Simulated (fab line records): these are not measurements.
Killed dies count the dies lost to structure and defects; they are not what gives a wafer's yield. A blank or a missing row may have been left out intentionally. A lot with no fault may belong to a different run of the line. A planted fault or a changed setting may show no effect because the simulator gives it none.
Lot-split experiment	flow n5Finfet	on a route of 1938 steps: 7 lots, 39 wafers read

ABOUT THE SPLIT
At N5_BEOL_M11_VIA_ETCH_34 (etches SiCOH lowk in C4F6/O2, target depth 184.5 nm, time 69.2 s), the setting targetDepthA was moved away from the recipe's 1845 angstrom on 18 of the 39 wafers read, by -52.5% to +35.9%. This setting was run at the recipe's value on the other wafers.

The reading comes from the split's own step.

THE READING
SOC_of_BEOL_M11_COAT_63.thkNm (the simulator's own value, which no gauge read), in nm, at N5_BEOL_M11_VIA_ETCH_34 (etches SiCOH lowk in C4F6/O2, target depth 184.5 nm, time 69.2 s). There is no usual value for it anywhere in the file. Average 92.3 nm, standard deviation 0.22 nm, over the 21 wafers here run with the recipe.

wafer	tool, chamber at the split	targetDepthA as run, angstrom	against the recipe	SOC_of_BEOL_M11_COAT_63.thkNm, nm	against lot-mates on the recipe
L075.1	rieDiel-04, 2	885.1	-52.0%	96.6	+4.2
L075.2	rieDiel-04, 3	885.1	-52.0%	96.6	+4.2
L075.3	rieDiel-04, 0	1845	recipe	92.6	-
L075.4	rieDiel-04, 1	1845	recipe	92	-
L075.5	rieDiel-04, 1	885.1	-52.0%	96.4	+4.0
L075.6	rieDiel-04, 2	1845	recipe	92.6	-
L076.1	rieDiel-01, 1	924.7	-49.9%	96.8	+4.3
L076.2	rieDiel-01, 3	1845	recipe	92.2	-
L076.3	rieDiel-01, 2	1845	recipe	92.6	-
L076.4	rieDiel-01, 0	924.7	-49.9%	96.8	+4.3
L076.5	rieDiel-01, 1	1845	recipe	92.6	-
L076.6	rieDiel-01, 2	924.7	-49.9%	96.6	+4.1
L082.1	rieDiel-04, 3	1845	recipe	92.2	-
L082.2	rieDiel-04, 0	1104	-40.2%	95.2	+2.9
L082.3	rieDiel-04, 3	1104	-40.2%	95.6	+3.3
L082.4	rieDiel-04, 0	1104	-40.2%	95.6	+3.3
L082.5	rieDiel-04, 3	1845	recipe	92.4	-
L082.6	rieDiel-04, 0	1845	recipe	92.2	-
L084.1	rieDiel-03, 3	1845	recipe	92.4	-
L084.4	rieDiel-03, 1	1845	recipe	92.2	-
L084.5	rieDiel-03, 3	1845	recipe	92.2	-
L090.1	rieDiel-04, 0	2507	+35.9%	89.2	-3.1
L090.2	rieDiel-04, 3	2507	+35.9%	89.4	-2.9
L090.3	rieDiel-04, 1	2507	+35.9%	89	-3.3
L090.4	rieDiel-04, 2	1845	recipe	92.4	-
L090.5	rieDiel-04, 3	1845	recipe	92.2	-
L090.6	rieDiel-04, 2	1845	recipe	92.4	-
L095.1	rieDiel-03, 1	876.6	-52.5%	96.4	+4.3
L095.2	rieDiel-03, 3	1845	recipe	92	-
L095.3	rieDiel-03, 0	876.6	-52.5%	96.4	+4.3
L095.4	rieDiel-03, 2	1845	recipe	92	-
L095.5	rieDiel-03, 2	1845	recipe	92.2	-
L095.6	rieDiel-03, 1	876.6	-52.5%	96.4	+4.3
L097.1	rieDiel-03, 2	1845	recipe	92	-
L097.2	rieDiel-03, 0	1845	recipe	92	-
L097.3	rieDiel-03, 1	2185	+18.4%	90.6	-1.4
L097.4	rieDiel-03, 3	1845	recipe	92	-
L097.5	rieDiel-03, 2	2185	+18.4%	90.4	-1.6
L097.6	rieDiel-03, 1	2185	+18.4%	90.2	-1.8

FIT RESULTS
A straight line over all 39 wafers: SOC_of_BEOL_M11_COAT_63.thkNm changes by -0.0843 nm for each +1% of targetDepthA; r = -1.00; the points scatter about the line by 0.24 nm.
The same after taking each lot's own level away (the mean of its wafers on the recipe; 39 wafers): -0.0832 nm for each +1%; r = -1.00; scatter 0.17 nm.
Per that fit: largest targetDepthA move, reading shift of 4.4 nm.
Measured against the standard deviation above, the lots' own levels, which go from 92.00 to 92.47 nm, span 2.2 times it.
The two slopes agree, so the slope changes little with the lot-to-lot level.
Check: for one of the wafers moved furthest among these (-52.5%), held out of the fit, the line's prediction against its lot-mates is +4.33 nm. Against them it came out at +4.33 nm.

OTHER SPLITS ON THESE WAFERS
Before the reading, these wafers also passed through other splits. Each is held against what the fit with the lots' levels taken away leaves over:
other split on the same wafers	wafers away from the commonest value	r with SOC_of_BEOL_M11_COAT_63.thkNm (lot level and that fit taken away)
N5_BEOL_M10_ILD_DEP_00 targetThkA	15	-0.11

THE WHOLE CHAIN: every reading that the file lists as answering this split, in the file's order
step	what it does	reading	change (the file's fit)	r (the file's)
N5_BEOL_M11_VIA_ETCH_34	etches SiCOH lowk in C4F6/O2, target depth 184.5 nm, time 69.2 s	etch.depthNm (the simulator's own value, which no gauge read)	+1.84 nm for each +1% of the setting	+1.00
N5_BEOL_M11_VIA_ETCH_34	etches SiCOH lowk in C4F6/O2, target depth 184.5 nm, time 69.2 s	SOC_of_BEOL_M11_COAT_63.thkNm (the simulator's own value, which no gauge read)	-0.0827 nm for each +1% of the setting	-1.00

THE FILE'S OWN FIT
SOC_of_BEOL_M11_COAT_63.thkNm changes by -0.0827 nm for each +1% of targetDepthA, r = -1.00.
